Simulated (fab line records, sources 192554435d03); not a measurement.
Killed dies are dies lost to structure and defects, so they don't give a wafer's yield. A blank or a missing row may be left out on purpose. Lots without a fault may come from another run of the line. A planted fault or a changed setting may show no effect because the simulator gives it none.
Chamber matching | flow n5_finfet | N5_BEOL_M4_ETCH_63 on rie_diel-05: 4 sister chambers
The step etches SiARC in CF4, target depth 15.6 nm, time 26 s. 4 wafers are shown with their chamber, then 7 later ones without.

WAFERS WITH THEIR CHAMBER
wafer  | chamber | drypump_motor_current_A (A)
L080.1 | 1       | 5.4
L090.3 | 0       | 6.3
L090.4 | 3       | 6.6
L090.5 | 2       | 5.7

WAFERS WITHOUT THEIR CHAMBER
wafer  | drypump_motor_current_A (A)
L090.6 | 6.3
L092.1 | 5.7
L092.2 | 6.6
L092.5 | 6.7
L089.1 | 5.7
L089.2 | 6.2
L089.3 | 6.6

WHICH CHAMBER EACH WENT THROUGH
wafer  | from the rows above | in truth
L090.6 | 0                   | 0
L092.1 | 2                   | 2
L092.2 | 3                   | 3
L092.5 | 3                   | 3
L089.1 | 2                   | 2
L089.2 | 0                   | 0
L089.3 | 3                   | 3
Placed correctly: 7 of 7. Can't be placed from these rows: 0. Placed wrongly: 0.
How it was worked out, from the rows above alone: a wafer's distance from a chamber is the root of the sum, over the readings, of the square of ((its reading less the chamber's mean) divided by the reading's scatter). The wafer belongs to the nearest chamber; if the next one is less than 2 further off, it can't be placed. A chamber's mean is the mean of its shown wafers. The scatter: with one shown wafer a chamber, the root of the mean of the squares of how far each hidden wafer lies from its nearest shown one.
